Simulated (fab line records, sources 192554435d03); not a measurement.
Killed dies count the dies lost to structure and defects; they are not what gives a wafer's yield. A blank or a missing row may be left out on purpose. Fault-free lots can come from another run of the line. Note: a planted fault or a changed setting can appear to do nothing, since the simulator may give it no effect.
The tool behind it: which one? | flow n5Finfet | 72 wafers from 24 lots sampled at 5 of the route's 1938 steps

WHAT EACH GAUGE READ, for each wafer
N5_BEOL_M5_THK_MEAS_53: measures by xrf.
lot  | measured     | on           | M5_THK (nm)
L074 | day 9 21:13  | filmMetro-02 | 59.4 60.3 60.3
L075 | day 10 00:50 | filmMetro-01 | 61.6 59.2 62.1
L076 | day 10 03:33 | filmMetro-02 | 62.7 60.1 60.3
L077 | day 10 11:31 | filmMetro-01 | 60.0 64.1 61.5
L078 | day 10 16:56 | filmMetro-02 | 59.5 58.6 63.0
L080 | day 11 10:29 | filmMetro-02 | 62.4 60.1 59.7
L079 | day 11 12:55 | filmMetro-02 | 60.1 55.7 56.7
L081 | day 11 13:55 | filmMetro-01 | 58.8 61.3 58.0
L082 | day 11 18:17 | filmMetro-02 | 59.0 62.7 60.0
L083 | day 11 21:08 | filmMetro-01 | 60.3 60.7 63.3
L084 | day 12 01:28 | filmMetro-01 | 58.7 58.4 63.2
L087 | day 12 13:47 | filmMetro-02 | 62.0 61.6 61.8
L085 | day 13 00:25 | filmMetro-02 | 61.3 62.4 59.3
L086 | day 13 05:04 | filmMetro-02 | 64.9 59.9 64.1
L089 | day 13 09:59 | filmMetro-01 | 60.1 60.6 61.4
L088 | day 13 12:29 | filmMetro-01 | 60.7 60.6 60.0
L091 | day 13 16:10 | filmMetro-02 | 61.2 61.6 65.1
L092 | day 13 18:29 | filmMetro-02 | 58.9 60.3 61.0
L090 | day 14 05:55 | filmMetro-02 | 60.5 61.3 60.0
L093 | day 14 19:08 | filmMetro-01 | 59.6 58.6 60.8
L095 | day 14 19:24 | filmMetro-01 | 61.9 59.0 61.4
L094 | day 15 04:22 | filmMetro-01 | 62.1 61.5 62.4
L096 | day 15 20:40 | filmMetro-01 | 62.0 61.3 63.5
L097 | day 15 23:01 | filmMetro-02 | 59.0 60.4 62.0

TOOL THAT RAN EACH LOT (tool first, then ch and the chambers of the sampled wafers, then the start)
lot  | N5_BEOL_M5_STRIP_91                          | N5_BEOL_M5_ANNEAL_49        | N5_BEOL_M5_SPUTTER_81       | N5_BEOL_M5_SPUTTER_88
L074 | rieDiel-04 ch 1,3, day 9 15:48 or earlier    | pvdSputter-01, day 9 15:48  | pvdSputter-01, day 9 16:53  | pvdSputter-01, day 9 19:14
L075 | rieDiel-04 ch 1,3, day 9 19:47 or earlier    | pvdSputter-02, day 9 19:47  | pvdSputter-02, day 9 20:47  | pvdSputter-02, day 9 22:58
L076 | rieDiel-01 ch 0,1, day 9 22:01 or earlier    | pvdSputter-01, day 9 22:01  | pvdSputter-01, day 9 23:02  | pvdSputter-01, day 10 01:12
L077 | rieDiel-01 ch 0,2,3, day 10 06:28 or earlier | pvdSputter-02, day 10 06:28 | pvdSputter-02, day 10 07:28 | pvdSputter-02, day 10 09:38
L078 | rieDiel-03 ch 1,2,3, day 10 11:20 or earlier | pvdSputter-02, day 10 11:20 | pvdSputter-02, day 10 12:21 | pvdSputter-02, day 10 14:31
L080 | rieDiel-01 ch 0,1,2, day 11 05:26 or earlier | pvdSputter-01, day 11 05:26 | pvdSputter-01, day 11 06:26 | pvdSputter-01, day 11 08:37
L079 | rieDiel-03 ch 0,1, day 11 07:51 or earlier   | pvdSputter-02, day 11 07:51 | pvdSputter-02, day 11 08:52 | pvdSputter-02, day 11 11:02
L081 | rieDiel-03 ch 0,1,3, day 11 08:52 or earlier | pvdSputter-03, day 11 08:52 | pvdSputter-03, day 11 09:52 | pvdSputter-03, day 11 12:02
L082 | rieDiel-04 ch 1,2, day 11 13:13 or earlier   | pvdSputter-02, day 11 13:13 | pvdSputter-02, day 11 14:14 | pvdSputter-02, day 11 16:24
L083 | rieDiel-04 ch 1,2,3, day 11 16:04 or earlier | pvdSputter-01, day 11 16:04 | pvdSputter-01, day 11 17:05 | pvdSputter-01, day 11 19:15
L084 | rieDiel-01 ch 1,2,3, day 11 19:53 or earlier | pvdSputter-02, day 11 19:53 | pvdSputter-02, day 11 20:53 | pvdSputter-02, day 11 23:04
L087 | rieDiel-03 ch 1,2, day 12 08:43 or earlier   | pvdSputter-03, day 12 08:43 | pvdSputter-03, day 12 09:44 | pvdSputter-03, day 12 11:54
L085 | rieDiel-01 ch 0,1,3, day 12 19:22 or earlier | pvdSputter-02, day 12 19:22 | pvdSputter-02, day 12 20:22 | pvdSputter-02, day 12 22:32
L086 | rieDiel-01 ch 2,3, day 13 00:00 or earlier   | pvdSputter-01, day 13 00:00 | pvdSputter-01, day 13 01:01 | pvdSputter-01, day 13 03:11
L089 | rieDiel-03 ch 0,1,2, day 13 04:55 or earlier | pvdSputter-01, day 13 04:55 | pvdSputter-01, day 13 05:55 | pvdSputter-01, day 13 08:05
L088 | rieDiel-04 ch 0,1, day 13 05:49 or earlier   | pvdSputter-02, day 13 05:49 | pvdSputter-02, day 13 06:50 | pvdSputter-02, day 13 09:00
L091 | rieDiel-03 ch 0,3, day 13 10:59 or earlier   | pvdSputter-02, day 13 10:59 | pvdSputter-02, day 13 12:00 | pvdSputter-02, day 13 14:10
L092 | rieDiel-04 ch 0,1, day 13 13:14 or earlier   | pvdSputter-01, day 13 13:14 | pvdSputter-01, day 13 14:14 | pvdSputter-01, day 13 16:25
L090 | rieDiel-03 ch 0,1,2, day 14 00:34 or earlier | pvdSputter-02, day 14 00:34 | pvdSputter-02, day 14 01:34 | pvdSputter-02, day 14 03:44
L093 | rieDiel-03 ch 0,1,2, day 14 13:53 or earlier | pvdSputter-02, day 14 13:53 | pvdSputter-02, day 14 14:53 | pvdSputter-02, day 14 17:04
L095 | rieDiel-03 ch 0,2,3, day 14 14:02 or earlier | pvdSputter-03, day 14 14:02 | pvdSputter-03, day 14 15:02 | pvdSputter-03, day 14 17:13
L094 | rieDiel-04 ch 1,3, day 14 22:58 or earlier   | pvdSputter-01, day 14 22:58 | pvdSputter-01, day 14 23:58 | pvdSputter-01, day 15 02:08
L096 | rieDiel-03 ch 0,1,3, day 15 15:32 or earlier | pvdSputter-03, day 15 15:32 | pvdSputter-03, day 15 16:32 | pvdSputter-03, day 15 18:43
L097 | rieDiel-04 ch 1,2,3, day 15 17:57 or earlier | pvdSputter-01, day 15 17:57 | pvdSputter-01, day 15 18:57 | pvdSputter-01, day 15 21:08
- N5_BEOL_M5_STRIP_91: strips in N2/H2, time 10 s.
- N5_BEOL_M5_ANNEAL_49: time 1800 s.
- N5_BEOL_M5_SPUTTER_81: material Cu, target thk 15 nm, time 27.62 s.
- N5_BEOL_M5_SPUTTER_88: material Cu, target thk 15 nm, time 27.62 s.

AS READ BY THE TOOLS THEMSELVES (means over the sampled wafers that have a number; for cases with no such wafer, the mark the record gives instead)
N5_BEOL_M5_STRIP_91.
lot  | tool       | drypumpMotorCurrentA (A) | h2FlowSccm (sccm) | oesProductAu (a.u.) | rfVppV (V) | showerheadPlenumPTorr (Torr) | throttleValvePct (%)
L074 | rieDiel-04 | 6.0                      | 200.0             | 0.75                | 58.9       | 2.51                         | 24.0
L075 | rieDiel-04 | 6.0                      | 200.4             | 0.75                | 58.9       | 2.51                         | 24.0
L076 | rieDiel-01 | 6.2                      | 200.2             | 0.78                | 58.7       | 2.45                         | 23.7
L077 | rieDiel-01 | 6.0                      | 199.6             | 0.81                | 60.1       | 2.59                         | 23.5
L078 | rieDiel-03 | 5.7                      | 200.7             | 0.77                | 59.2       | 2.58                         | 23.7
L080 | rieDiel-01 | 6.0                      | 200.0             | 0.79                | 59.6       | 2.52                         | 23.6
L079 | rieDiel-03 | 5.4                      | 199.7             | 0.72                | 59.4       | 2.57                         | 24.0
L081 | rieDiel-03 | 5.8                      | 199.6             | 0.75                | 59.3       | 2.54                         | 23.8
L082 | rieDiel-04 | 5.8                      | 200.5             | 0.82                | 58.7       | 2.47                         | 24.2
L083 | rieDiel-04 | 5.7                      | 199.7             | 0.81                | 58.4       | 2.49                         | 24.0
L084 | rieDiel-01 | 6.0                      | 199.9             | 0.72                | 59.0       | 2.57                         | 23.9
L087 | rieDiel-03 | 5.2                      | 199.7             | 0.73                | 59.9       | 2.63                         | 23.8
L085 | rieDiel-01 | 6.2                      | 200.1             | 0.77                | 58.5       | 2.52                         | 23.6
L086 | rieDiel-01 | 6.0                      | 200.4             | 0.72                | 58.8       | 2.63                         | 23.7
L089 | rieDiel-03 | 5.3                      | 199.9             | 0.71                | 59.4       | 2.60                         | 24.0
L088 | rieDiel-04 | 6.0                      | 200.4             | 0.70                | 58.7       | 2.56                         | 23.8
L091 | rieDiel-03 | 5.5                      | 200.8             | 0.74                | 58.4       | 2.51                         | 24.0
L092 | rieDiel-04 | 6.0                      | 200.4             | 0.70                | 59.0       | 2.56                         | 23.8
L090 | rieDiel-03 | 5.3                      | 199.6             | 0.71                | 59.7       | 2.60                         | 24.0
L093 | rieDiel-03 | 5.3                      | 199.7             | 0.71                | 59.3       | 2.59                         | 24.0
L095 | rieDiel-03 | 5.4                      | 200.2             | 0.74                | 58.9       | 2.54                         | 23.9
L094 | rieDiel-04 | 6.1                      | 199.9             | 0.73                | 58.8       | 2.47                         | 24.3
L096 | rieDiel-03 | 5.8                      | 199.4             | 0.73                | 59.3       | 2.53                         | 23.8
L097 | rieDiel-04 | 5.7                      | 199.7             | 0.76                | 59.3       | 2.48                         | 24.0

N5_BEOL_M5_ANNEAL_49.
lot  | tool          | heaterPowerW (W)
L074 | pvdSputter-01 | 890
L075 | pvdSputter-02 | 884
L076 | pvdSputter-01 | 863
L077 | pvdSputter-02 | 825
L078 | pvdSputter-02 | 857
L080 | pvdSputter-01 | 896
L079 | pvdSputter-02 | 810
L081 | pvdSputter-03 | 829
L082 | pvdSputter-02 | 883
L083 | pvdSputter-01 | 891
L084 | pvdSputter-02 | 931
L087 | pvdSputter-03 | 808
L085 | pvdSputter-02 | 902
L086 | pvdSputter-01 | 879
L089 | pvdSputter-01 | 927
L088 | pvdSputter-02 | 932
L091 | pvdSputter-02 | 976
L092 | pvdSputter-01 | 899
L090 | pvdSputter-02 | 770
L093 | pvdSputter-02 | 940
L095 | pvdSputter-03 | 796
L094 | pvdSputter-01 | 962
L096 | pvdSputter-03 | 787
L097 | pvdSputter-01 | 871

N5_BEOL_M5_SPUTTER_81.
lot  | tool          | throttleValvePct (%)
L074 | pvdSputter-01 | 30.1
L075 | pvdSputter-02 | 30.0
L076 | pvdSputter-01 | 30.8
L077 | pvdSputter-02 | 30.3
L078 | pvdSputter-02 | 30.5
L080 | pvdSputter-01 | 30.1
L079 | pvdSputter-02 | 30.7
L081 | pvdSputter-03 | 29.6
L082 | pvdSputter-02 | 30.5
L083 | pvdSputter-01 | 30.2
L084 | pvdSputter-02 | 29.6
L087 | pvdSputter-03 | 29.9
L085 | pvdSputter-02 | 30.2
L086 | pvdSputter-01 | 30.5
L089 | pvdSputter-01 | 29.6
L088 | pvdSputter-02 | 29.7
L091 | pvdSputter-02 | 30.0
L092 | pvdSputter-01 | 30.2
L090 | pvdSputter-02 | 31.0
L093 | pvdSputter-02 | 29.6
L095 | pvdSputter-03 | 30.3
L094 | pvdSputter-01 | 29.0
L096 | pvdSputter-03 | 30.3
L097 | pvdSputter-01 | 30.3

N5_BEOL_M5_SPUTTER_88.
lot  | tool          | throttleValvePct (%)
L074 | pvdSputter-01 | 30.2
L075 | pvdSputter-02 | 30.1
L076 | pvdSputter-01 | 30.9
L077 | pvdSputter-02 | 30.2
L078 | pvdSputter-02 | 30.5
L080 | pvdSputter-01 | 30.0
L079 | pvdSputter-02 | 30.7
L081 | pvdSputter-03 | 29.5
L082 | pvdSputter-02 | 30.4
L083 | pvdSputter-01 | 30.4
L084 | pvdSputter-02 | 29.9
L087 | pvdSputter-03 | 29.9
L085 | pvdSputter-02 | 30.3
L086 | pvdSputter-01 | 30.4
L089 | pvdSputter-01 | 29.6
L088 | pvdSputter-02 | 29.8
L091 | pvdSputter-02 | 30.1
L092 | pvdSputter-01 | 30.3
L090 | pvdSputter-02 | 31.1
L093 | pvdSputter-02 | 29.8
L095 | pvdSputter-03 | 30.2
L094 | pvdSputter-01 | 29.2
L096 | pvdSputter-03 | 30.2
L097 | pvdSputter-01 | 30.5

THE ANSWER, worked out from the rows above alone
Rule: usual is defined by the lots themselves. The widest of any qualifying gaps counts: lots, ordered by their means at a reading, are off when they make up no more than a third of the lots, leave a main group of 4 or more, and stand apart from it by 3 or more times the standard deviation of that group's means. The tables above print the reading to a certain number of digits; a main group whose means all agree to those digits is not used. Also off: a lot with no number at a reading for which 4 or more lots have one. Where the step has rows for the other lots, those lots are counted as sound. After the gauges, taken in route order, come the tools' own readings; for these a lot's mean is taken, as printed above. At the first step where some lot is off, the reading lying furthest off is the one used; lots without a number count as furthest.
No lot is off at any reading shown: from this, nothing can be told.

WHAT THE SIMULATOR HAD INSERTED
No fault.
